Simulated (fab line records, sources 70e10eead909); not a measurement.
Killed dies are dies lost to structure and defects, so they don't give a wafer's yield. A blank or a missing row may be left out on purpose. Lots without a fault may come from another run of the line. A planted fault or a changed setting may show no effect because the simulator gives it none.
Which tool did it? | flow nand_harc | 14 lots, 39 wafers sampled, at 6 steps of a route of 1159

WHAT THE GAUGES READ, wafer by wafer
NHARC_A_ONON_D1_THK_MEAS_30: measures by ellipsometry.
lot  | measured     | on            | thk_nm (nm)
L180 | day 8 10:47  | film_metro-01 | 990 990 991
L183 | day 8 23:27  | film_metro-02 | 992 991 991
L182 | day 8 23:28  | film_metro-01 | 996 997 997
L185 | day 9 10:17  | film_metro-02 | 986 989 989
L186 | day 9 20:14  | film_metro-02 | 1003 1002 1003
L187 | day 9 20:15  | film_metro-01 | 1001 1002 1002
L189 | day 10 11:03 | film_metro-02 | 1008 1011 1011
L190 | day 10 20:14 | film_metro-02 | 997 998 994
L191 | day 11 04:13 | film_metro-01 | 979 468
L192 | day 11 04:16 | film_metro-01 | 998 999 997
L193 | day 12 00:29 | film_metro-01 | 994 993 995
L194 | day 12 00:22 | film_metro-01 | 485 486
L197 | day 12 13:41 | film_metro-02 | 476 479
L201 | day 13 09:32 | film_metro-01 | 988 987 989

NHARC_A_CHANNEL_HOLE_D1_OVL_MEAS_11.
lot  | measured     | on         | overlay_x_nm (nm) | overlay_y_nm (nm)
L180 | day 8 19:21  | overlay-01 | -0.7 -0.1 -0.7    | 0.8 0.5 1.3
L183 | day 9 04:34  | overlay-02 | -0.4 -0.3 -0.3    | 0.9 1.3 0.9
L182 | day 9 05:20  | overlay-02 | 0.0 0.5 0.5       | -0.6 -1.1 -0.5
L185 | day 9 13:28  | overlay-02 | 1.3 0.9 0.7       | 0.6 0.3 0.4
L186 | day 9 23:36  | overlay-02 | -0.4 -0.4 -0.2    | 0.3 1.2 1.6
L187 | day 9 23:54  | overlay-02 | -1.4 -1.3 -0.8    | -0.2 -0.7 -0.2
L189 | day 10 14:31 | overlay-01 | -0.3 0.1 -0.8     | 0.8 0.6 0.8
L190 | day 11 00:31 | overlay-01 | -1.2 -0.8 -1.2    | -0.9 -0.3 -1.4
L191 | day 11 07:35 | overlay-01 | 2.1               | -0.7
L192 | day 11 07:46 | overlay-01 | -0.3 -1.2 -0.8    | -0.6 -0.6 -0.2
L193 | day 12 05:20 | overlay-01 | -0.3 -0.5 -0.8    | -0.7 -0.6 -0.7
L201 | day 13 15:17 | overlay-02 | 0.0 -0.8 -0.1     | -1.1 -1.3 -1.5

NHARC_END_SORT_01.
lot  | measured     | on        | killed_at_array | killed_at_other | killed_at_periphery | killed_dies | killed_open | killed_short
L197 | day 24 01:49 | prober-02 | 664 674         | 3 0             | 10 3                | 677 677     | 3 2         | 4 0

WHICH TOOL RAN EACH LOT (tool, then ch and the chambers of the sampled wafers, then the start)
lot  | NHARC_P_BONDPAD_DEGAS_25     | NHARC_A_ZERO_WELL_RTA_16         | NHARC_A_ONON_D1_DEP_28
L180 | pvd_sputter-03, day 6 20:34  | rtp_anneal-02 ch 0, day 7 00:57  | pecvd_onon-01 ch 0, day 8 10:16
L183 | pvd_sputter-03, day 7 09:42  | rtp_anneal-01 ch 0, day 7 13:58  | pecvd_onon-01 ch 0, day 8 23:00
L182 | pvd_sputter-02, day 7 12:23  | rtp_anneal-02 ch 0, day 7 16:35  | pecvd_onon-02 ch 0, day 8 22:58
L185 | pvd_sputter-02, day 7 20:28  | rtp_anneal-01 ch 0, day 8 00:49  | pecvd_onon-03 ch 0, day 9 09:57
L186 | pvd_sputter-03, day 8 05:52  | rtp_anneal-02 ch 0, day 8 10:05  | pecvd_onon-02 ch 0, day 9 19:44
L187 | pvd_sputter-01, day 8 07:07  | rtp_anneal-01 ch 0, day 8 11:17  | pecvd_onon-03 ch 0, day 9 19:44
L189 | pvd_sputter-02, day 8 19:53  | rtp_anneal-01 ch 0, day 9 00:04  | pecvd_onon-01 ch 0, day 10 10:32
L190 | pvd_sputter-01, day 9 03:11  | rtp_anneal-01 ch 0, day 9 07:32  | pecvd_onon-01 ch 0, day 10 19:44
L191 | pvd_sputter-02, day 9 15:05  | rtp_anneal-02 ch 0, day 9 19:22  | pecvd_onon-01 ch 0, day 11 03:46
L192 | pvd_sputter-03, day 9 15:48  | rtp_anneal-02 ch 0, day 9 20:21  | pecvd_onon-03 ch 0, day 11 03:44
L193 | pvd_sputter-03, day 10 09:40 | rtp_anneal-02 ch 0, day 10 13:52 | pecvd_onon-02 ch 0, day 11 23:59
L194 | pvd_sputter-02, day 10 10:18 | rtp_anneal-01 ch 0, day 10 14:24 | pecvd_onon-01 ch 0, day 11 23:51
L197 | pvd_sputter-01, day 11 01:11 | rtp_anneal-02 ch 0, day 11 05:31 | pecvd_onon-01 ch 0, day 12 13:10
L201 | pvd_sputter-01, day 11 20:57 | rtp_anneal-02 ch 0, day 12 01:19 | pecvd_onon-03 ch 0, day 13 09:04
- NHARC_P_BONDPAD_DEGAS_25: time 60 s.
- NHARC_A_ZERO_WELL_RTA_16: time 10 s.
- NHARC_A_ONON_D1_DEP_28: target thk 1000 nm.

WHAT THE TOOLS THEMSELVES READ (means of the sampled wafers that have a number; where no wafer has one, the mark that the record gives instead)
NHARC_P_BONDPAD_DEGAS_25.
lot  | tool           | heater_power_w (W)
L180 | pvd_sputter-03 | 507
L183 | pvd_sputter-03 | 531
L182 | pvd_sputter-02 | 487
L185 | pvd_sputter-02 | 495
L186 | pvd_sputter-03 | 520
L187 | pvd_sputter-01 | 443
L189 | pvd_sputter-02 | 480
L190 | pvd_sputter-01 | 417
L191 | pvd_sputter-02 | 463
L192 | pvd_sputter-03 | 470
L193 | pvd_sputter-03 | 534
L194 | pvd_sputter-02 | 506
L197 | pvd_sputter-01 | 502
L201 | pvd_sputter-01 | 463

NHARC_A_ZERO_WELL_RTA_16.
lot  | tool          | anneal_temp_c_max | lamp_power_pct (%) | lamp_zone_2_pct (%) | lamp_zone_5_pct (%) | wafer_temp_C_max
L180 | rtp_anneal-02 | 1002.9            | 32.0               | 31.9                | 31.9                | 1005.3
L183 | rtp_anneal-01 | 1005.5            | 30.4               | 30.5                | 30.4                | 1005.4
L182 | rtp_anneal-02 | 1003.5            | 31.9               | 31.9                | 31.9                | 1006.2
L185 | rtp_anneal-01 | 1005.7            | 30.5               | 30.5                | 30.5                | 1005.7
L186 | rtp_anneal-02 | 1003.7            | 32.0               | 31.9                | 32.0                | 1005.0
L187 | rtp_anneal-01 | 1005.6            | 30.5               | 30.5                | 30.5                | 1004.8
L189 | rtp_anneal-01 | 1004.6            | 30.5               | 30.5                | 30.5                | 1006.3
L190 | rtp_anneal-01 | 1005.4            | 30.5               | 30.5                | 30.4                | 1005.6
L191 | rtp_anneal-02 | 1003.2            | 31.9               | 31.9                | 31.9                | 1005.6
L192 | rtp_anneal-02 | 1004.2            | 32.0               | 31.9                | 32.0                | 1005.1
L193 | rtp_anneal-02 | 1003.5            | 32.0               | 31.9                | 32.0                | 1004.8
L194 | rtp_anneal-01 | 1006.2            | 30.5               | 30.5                | 30.5                | 1005.0
L197 | rtp_anneal-02 | 1003.5            | 31.9               | 31.9                | 31.9                | 1005.0
L201 | rtp_anneal-02 | 1003.3            | 31.9               | 31.9                | 31.9                | 1005.8

NHARC_A_ONON_D1_DEP_28.
lot  | tool          | nh3_flow_sccm (sccm) | sih4_flow_sccm (sccm)
L180 | pecvd_onon-01 | 500.0                | 210.2
L183 | pecvd_onon-01 | 498.6                | 209.8
L182 | pecvd_onon-02 | 499.5                | 209.8
L185 | pecvd_onon-03 | 502.1                | 209.8
L186 | pecvd_onon-02 | 500.5                | 209.9
L187 | pecvd_onon-03 | 498.8                | 210.8
L189 | pecvd_onon-01 | 501.3                | 210.7
L190 | pecvd_onon-01 | 502.3                | 211.4
L191 | pecvd_onon-01 | 500.1                | 210.1
L192 | pecvd_onon-03 | 500.0                | 210.6
L193 | pecvd_onon-02 | 498.9                | 210.2
L194 | pecvd_onon-01 | 501.1                | 210.3
L197 | pecvd_onon-01 | 497.4                | 209.5
L201 | pecvd_onon-03 | 501.1                | 210.5

THE ANSWER, worked out from the rows above alone
Rule: what is usual is taken from the lots themselves. Put in order of their means at a reading, lots are off if they are a third of the lots or fewer, leave a main group of 4 or more, and stand apart from it by a gap of 3 or more times the standard deviation of the main group's means; of several such gaps the widest counts. A main group whose means are all the same, to the digits that the tables above print for the reading, isn't used. A lot without any number at a reading at which 4 lots or more have one is off too. The other lots that the step has rows for count as sound. The gauges are gone through in route order, then the tools' own readings, and for those a lot's mean is taken as printed above. The first step at which some lot is off is used, and at that step the reading that is off furthest; a lot without a number counts as furthest.
Off: L191, L194, L197, at NHARC_A_ONON_D1_THK_MEAS_30 (thk_nm). The main group: mean 996 nm, standard deviation 6.5.
A tool fits if, at a process step before that reading, it ran every lot that is off, and no sound lot after the first of them. The gauges at NHARC_A_ONON_D1_THK_MEAS_30 are tried like those tools. One fits: pecvd_onon-01 at NHARC_A_ONON_D1_DEP_28. Its last sound lot is L190 (day 10 19:44), its first lot that is off L191 (day 11 03:46): a fault that began between those two fits.

WHAT THE SIMULATOR HAD PUT IN
Process parameter drift: pecvd_onon-01, from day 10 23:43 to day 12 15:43, at NHARC_A_ONON_D1_DEP_28. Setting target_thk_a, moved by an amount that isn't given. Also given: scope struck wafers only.
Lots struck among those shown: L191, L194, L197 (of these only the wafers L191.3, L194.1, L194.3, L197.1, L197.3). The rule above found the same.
